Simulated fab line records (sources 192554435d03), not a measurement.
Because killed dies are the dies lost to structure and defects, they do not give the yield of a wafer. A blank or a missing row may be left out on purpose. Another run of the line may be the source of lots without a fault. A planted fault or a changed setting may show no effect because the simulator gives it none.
3 desks looking at one fault | flow n5-finfet | each desk holds nothing but its own numbers, with what lay behind them at the end

AT THE METROLOGY DESK
Lot by lot, what the gauges showed, no matter which tool ran the lot: averages of those sampled wafers that carry a number. The brackets show how far a lot's mean lies from the usual mean; more than 4 standard deviations puts the lot out of limits, marked OUT. It has 10 readings; the 7 that lie furthest out on some lot are the ones shown.
Columns: A = DIBL_N at N5_BEOL_M4_RC_MEAS_101, usual 36.3 mV/V; B = IOFF_P at N5_BEOL_M4_RC_MEAS_101, usual 0.21 nA/um; C = ION_N at N5_BEOL_M4_RC_MEAS_101, usual 675 uA/um; D = ION_P at N5_BEOL_M4_RC_MEAS_101, usual 464 uA/um; E = SS_N at N5_BEOL_M4_RC_MEAS_101, usual 71.5 mV/dec; F = VT_N at N5_BEOL_M4_RC_MEAS_101, usual 250 mV; G = VT_P at N5_BEOL_M4_RC_MEAS_101, usual -250 mV
lot  | first seen here | A    | B    | C   | D   | E    | F   | G
L475 | day 8 06:11     | 35.3 | 0.16 | 658 | 450 | 71.4 | 253 | -255
L480 | day 9 15:16     | 38.6 | 0.25 | 675 | 465 | 71.6 | 249 | -246
L482 | day 9 16:55     | 33.8 | 0.18 | 656 | 449 | 71.4 | 253 | -253
L483 | day 9 22:16     | 34.5 | 0.18 | 668 | 461 | 71.3 | 254 | -252
L487 | day 12 21:15    | 37.1 | 0.20 | 681 | 465 | 72.3 | 250 | -249
L493 | day 13 01:41    | 36.0 | 0.19 | 686 | 462 | 71.5 | 247 | -254
L491 | day 13 19:33    | 39.3 | 0.23 | 682 | 463 | 72.0 | 246 | -248
L492 | day 14 09:10    | 36.5 | 0.22 | 675 | 462 | 72.2 | 249 | -250
L495 | day 14 12:35    | 35.5 | 0.21 | 675 | 466 | 72.0 | 252 | -249
L496 | day 15 04:40    | 36.5 | 0.21 | 667 | 458 | 71.1 | 251 | -249
This desk's finding: nothing out of limits on any of the 10 lots.

THE DEFECT DESK
Lot by lot, what the route's inspections counted, given as the mean of those sampled wafers with a number. The brackets show how far a lot's mean lies from the usual mean; more than 4 standard deviations puts the lot out of limits, marked OUT.
Columns: A = raw-defect-count at N5_SDB_INSPECT_36, usual 35
lot  | first seen here | A
L475 | day 4 09:58     | 43
L480 | day 5 21:37     | 30
L482 | day 6 02:59     | 45
L483 | day 6 09:34     | 32
L487 | day 7 14:52     | 36
L491 | day 8 11:53     | 28
L492 | day 8 18:08     | 34
L493 | day 9 03:35     | 28
L495 | day 9 10:53     | 60
L496 | day 10 02:46    | 33
This desk's finding: nothing out of limits on any of the 10 lots.

AT THE TOOL OWNER'S DESK: ald-metal-02
The tool's own readings at N5_HKMG_FIN_PWFM_ALD_03 (deposits TiN, target thk 2 nm, pulse time 1 s, purge time 3 s): means of the sampled wafers that have a number, for each lot that ran on this tool. The brackets show how far a lot's mean lies from the usual mean; more than 4 standard deviations puts the lot out of limits, marked OUT.
Columns: A = heater-power-w at N5_HKMG_FIN_PWFM_ALD_03, usual 875 W; B = precursor-pulse-height-rel at N5_HKMG_FIN_PWFM_ALD_03, usual 0.998
lot  | first seen here | A   | B
L475 | day 4 14:05     | 891 | 1.010
L482 | day 6 07:11     | 913 | 1.016
L483 | day 6 13:48     | 890 | 0.995
L487 | day 7 19:22     | 937 | 0.985
L491 | day 8 16:55     | 784 | 1.005
L492 | day 8 23:46     | 934 | 0.985
This desk's finding: nothing out of limits on any of the 6 lots.

TAKEN TOGETHER
From the metrology desk's view, nothing was out of limits.
Nothing out of limits was seen by the defect desk.
Nothing out of limits was seen by the tool owner's desk.

WHAT THE SIMULATOR HAD INSERTED
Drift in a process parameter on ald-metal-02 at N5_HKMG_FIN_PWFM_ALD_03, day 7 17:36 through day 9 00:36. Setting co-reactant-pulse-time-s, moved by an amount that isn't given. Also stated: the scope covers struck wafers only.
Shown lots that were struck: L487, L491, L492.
